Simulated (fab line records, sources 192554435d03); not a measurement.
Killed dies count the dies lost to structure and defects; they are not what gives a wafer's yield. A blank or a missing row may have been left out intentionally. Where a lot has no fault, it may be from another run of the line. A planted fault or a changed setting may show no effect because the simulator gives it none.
Chamber matching :: flow n5-finfet :: N5_BEOL_M11_ETCH_62 on rie-diel-05: 4 sister chambers
The step etches SOC in N2/H2, target depth 110 nm, overetch 22 nm, time 165 s. 16 wafers are shown with their chamber, then 8 later ones without.

## WAFERS WITH THEIR CHAMBER
wafer: L074.2
chamber: 3
showerhead-plenum-p-Torr (Torr): 2.70
drypump-motor-current-A (A): 5.7
throttle-valve-pct (%): 17.87

wafer: L074.3
chamber: 1
showerhead-plenum-p-Torr (Torr): 2.64
drypump-motor-current-A (A): 5.8
throttle-valve-pct (%): 17.90

wafer: L074.5
chamber: 3
showerhead-plenum-p-Torr (Torr): 2.70
drypump-motor-current-A (A): 5.7
throttle-valve-pct (%): 17.85

wafer: L076.2
chamber: 0
showerhead-plenum-p-Torr (Torr): 2.56
drypump-motor-current-A (A): 5.3
throttle-valve-pct (%): 18.15

wafer: L076.4
chamber: 1
showerhead-plenum-p-Torr (Torr): 2.64
drypump-motor-current-A (A): 5.8
throttle-valve-pct (%): 17.90

wafer: L076.5
chamber: 2
showerhead-plenum-p-Torr (Torr): 2.62
drypump-motor-current-A (A): 5.8
throttle-valve-pct (%): 18.07

wafer: L075.3
chamber: 1
showerhead-plenum-p-Torr (Torr): 2.64
drypump-motor-current-A (A): 5.8
throttle-valve-pct (%): 17.90

wafer: L075.5
chamber: 2
showerhead-plenum-p-Torr (Torr): 2.61
drypump-motor-current-A (A): 5.7
throttle-valve-pct (%): 18.08

wafer: L075.6
chamber: 3
showerhead-plenum-p-Torr (Torr): 2.70
drypump-motor-current-A (A): 5.7
throttle-valve-pct (%): 17.89

wafer: L081.1
chamber: 0
showerhead-plenum-p-Torr (Torr): 2.56
drypump-motor-current-A (A): 5.2
throttle-valve-pct (%): 18.17

wafer: L081.2
chamber: 2
showerhead-plenum-p-Torr (Torr): 2.61
drypump-motor-current-A (A): 5.7
throttle-valve-pct (%): 18.11

wafer: L081.5
chamber: 1
showerhead-plenum-p-Torr (Torr): 2.63
drypump-motor-current-A (A): 5.8
throttle-valve-pct (%): 17.92

wafer: L083.1
chamber: 2
showerhead-plenum-p-Torr (Torr): 2.61
drypump-motor-current-A (A): 5.7
throttle-valve-pct (%): 18.10

wafer: L083.3
chamber: 1
showerhead-plenum-p-Torr (Torr): 2.63
drypump-motor-current-A (A): 5.8
throttle-valve-pct (%): 17.93

wafer: L083.6
chamber: 3
showerhead-plenum-p-Torr (Torr): 2.69
drypump-motor-current-A (A): 5.7
throttle-valve-pct (%): 17.92

wafer: L084.1
chamber: 2
showerhead-plenum-p-Torr (Torr): 2.61
drypump-motor-current-A (A): 5.7
throttle-valve-pct (%): 18.11

SIGNATURES (averages over the wafers above)
reading: showerhead-plenum-p-Torr
chamber 0: 2.5600
chamber 1: 2.6360
chamber 2: 2.6120
chamber 3: 2.6975
scatter within a chamber: 0.00479

reading: drypump-motor-current-A
chamber 0: 5.250
chamber 1: 5.800
chamber 2: 5.720
chamber 3: 5.700
scatter within a chamber: 0.0329

reading: throttle-valve-pct
chamber 0: 18.1600
chamber 1: 17.9100
chamber 2: 18.0940
chamber 3: 17.8825
scatter within a chamber: 0.0204
Rule: a wafer's distance from a chamber is the root of the sum, over the readings, of the square of ((its reading less the chamber's mean) divided by the reading's scatter). The wafer belongs to the nearest chamber; if the next one is less than 2 further off, it can't be placed. The scatter: the root of (the sum of the squares of (reading less its chamber's mean) over the shown wafers, divided by (wafers less chambers)).

## WAFERS MISSING THEIR CHAMBER
wafer: L084.3
showerhead-plenum-p-Torr (Torr): 2.63
drypump-motor-current-A (A): 5.8
throttle-valve-pct (%): 17.93

wafer: L084.4
showerhead-plenum-p-Torr (Torr): 2.55
drypump-motor-current-A (A): 5.2
throttle-valve-pct (%): 18.20

wafer: L088.1
showerhead-plenum-p-Torr (Torr): 2.63
drypump-motor-current-A (A): 5.8
throttle-valve-pct (%): 17.95

wafer: L088.3
showerhead-plenum-p-Torr (Torr): 2.68
drypump-motor-current-A (A): 5.7
throttle-valve-pct (%): 17.94

wafer: L088.5
showerhead-plenum-p-Torr (Torr): 2.63
drypump-motor-current-A (A): 5.8
throttle-valve-pct (%): 17.97

wafer: L092.1
showerhead-plenum-p-Torr (Torr): 2.55
drypump-motor-current-A (A): 5.2
throttle-valve-pct (%): 18.23

wafer: L092.2
showerhead-plenum-p-Torr (Torr): 2.68
drypump-motor-current-A (A): 5.7
throttle-valve-pct (%): 17.93

wafer: L092.6
showerhead-plenum-p-Torr (Torr): 2.60
drypump-motor-current-A (A): 5.7
throttle-valve-pct (%): 18.13

## WHICH CHAMBER EACH WENT THROUGH
wafer: L084.3
from the rows above: 1
in truth: 1

wafer: L084.4
from the rows above: 0
in truth: 0

wafer: L088.1
from the rows above: 1
in truth: 1

wafer: L088.3
from the rows above: 3
in truth: 3

wafer: L088.5
from the rows above: 1
in truth: 1

wafer: L092.1
from the rows above: 0
in truth: 0

wafer: L092.2
from the rows above: 3
in truth: 3

wafer: L092.6
from the rows above: 2
in truth: 2
8 of 8 placed correctly. Not placeable from these rows: 0. Placed wrongly: 0.
